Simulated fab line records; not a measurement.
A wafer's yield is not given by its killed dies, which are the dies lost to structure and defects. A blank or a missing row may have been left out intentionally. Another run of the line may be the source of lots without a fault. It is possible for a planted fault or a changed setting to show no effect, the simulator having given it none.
Split-lot study ; flow n5-finfet ; 21 wafers read across 7 lots, on a route 1938 steps long

== ABOUT THE SPLIT ==
At N5_DUMMY_GATE_COAT_09 (resist thk 30 nm), the setting spin-rpm was moved away from the recipe's 1500 rpm on 8 of the 21 wafers read, by -10.8% to +11.1%. The other wafers ran this setting at the recipe's value.

== FROM THE SPLIT TO THE READING: what the file shows between them, 4 steps ==
- N5_DUMMY_GATE_EBR_11
- N5_DUMMY_GATE_SOFTBAKE_10: time 60 s
- N5_DUMMY_GATE_EXPOSE_12: exposes mask GATE, target cd 25 nm
- N5_DUMMY_GATE_PEB_13: peb time 60 s

== THE READING ==
CAR-EUV_of_DUMMY_GATE_COAT_09.thk-nm (the simulator's own value, which no gauge read), in nm, at N5_DUMMY_GATE_DEVELOP_14 (develop time 30 s). No usual value for it is given in the file. Here, 13 wafers ran the recipe; their average is 29.4 nm with a standard deviation of 0.084 nm.

wafer;tool, chamber at the split;spin-rpm as run, rpm;against the recipe;CAR-EUV_of_DUMMY_GATE_COAT_09.thk-nm, nm;against lot-mates on the recipe
L075.4;litho-track-04, 0;1500;recipe;29.4;-
L075.6;litho-track-04, 0;1500;recipe;29.4;-
L075.5;litho-track-04, 0;1500;recipe;29.6;-
L079.2;litho-track-04, 0;1338;-10.8%;31.4;no lot-mate on the recipe
L079.3;litho-track-04, 0;1338;-10.8%;31.4;no lot-mate on the recipe
L079.4;litho-track-04, 0;1338;-10.8%;31.4;no lot-mate on the recipe
L082.1;litho-track-02, 0;1636;+9.1%;28.2;-1.4
L082.3;litho-track-02, 0;1500;recipe;29.6;-
L082.4;litho-track-02, 0;1636;+9.1%;28.4;-1.2
L083.3;litho-track-02, 0;1500;recipe;29.4;-
L083.5;litho-track-02, 0;1500;recipe;29.6;-
L083.6;litho-track-02, 0;1665;+11.0%;28.2;-1.3
L086.1;litho-track-04, 0;1500;recipe;29.4;-
L086.3;litho-track-04, 0;1500;recipe;29.4;-
L086.5;litho-track-04, 0;1500;recipe;29.4;-
L092.1;litho-track-03, 0;1500;recipe;29.4;-
L092.3;litho-track-03, 0;1500;recipe;29.4;-
L092.4;litho-track-03, 0;1500;recipe;29.4;-
L094.1;litho-track-04, 0;1666;+11.1%;28;-1.4
L094.4;litho-track-04, 0;1500;recipe;29.4;-
L094.6;litho-track-04, 0;1666;+11.1%;27.8;-1.6

THE FIT
A straight line over all 21 wafers: CAR-EUV_of_DUMMY_GATE_COAT_09.thk-nm changes by -0.152 nm for each +1% of spin-rpm; r = -0.99; the points scatter about the line by 0.17 nm.
The same after taking each lot's own level away (the mean of its wafers on the recipe; 18 wafers): -0.134 nm for each +1%; r = -0.99; scatter 0.091 nm.
That fit puts the effect of the largest move of spin-rpm on the reading at 1.5 nm.
Measured against the standard deviation above, the lots' own levels, which go from 29.40 to 29.60 nm, span 2.4 times it.
In other words, the slope is changed by the lot-to-lot level; the two fits disagree.
Check: with one of the wafers moved furthest among these (+11.1%) left out of the fit, the line predicts -1.51 nm for it against its lot-mates. Against them it came out at -1.4 nm.

== THESE WAFERS: OTHER SPLITS ==
Before the reading, these wafers also passed through other splits. Each is held against what the fit with the lots' levels taken away leaves over:
other split on the same wafers;wafers away from the commonest value;r with CAR-EUV_of_DUMMY_GATE_COAT_09.thk-nm (lot level and that fit taken away)
N5_ZERO_LAYER_EXPOSE_08 dose-mj;9;+0.46
N5_WELL_APT_PEB_06 peb-time-s;6;+0.08
N5_WELL_APT_DESCUM_13 time-s;12;+0.03
N5_FIN_CUT_COAT_19 spin-rpm;4;-0.10

== THE WHOLE CHAIN: every reading that the file lists as answering this split, in the file's order ==
step;what it does;reading;change (the file's fit);r (the file's)
N5_DUMMY_GATE_COAT_09;resist thk 30 nm;CAR-EUV_of_DUMMY_GATE_COAT_09.thk-nm (the simulator's own value, which no gauge read);-0.138 nm for each +1% of the setting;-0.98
N5_DUMMY_GATE_DEVELOP_14;develop time 30 s;CAR-EUV_of_DUMMY_GATE_COAT_09.thk-nm (the simulator's own value, which no gauge read);-0.131 nm for each +1% of the setting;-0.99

== FILE'S OWN FIT ==
CAR-EUV_of_DUMMY_GATE_COAT_09.thk-nm changes by -0.131 nm for each +1% of spin-rpm, r = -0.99.
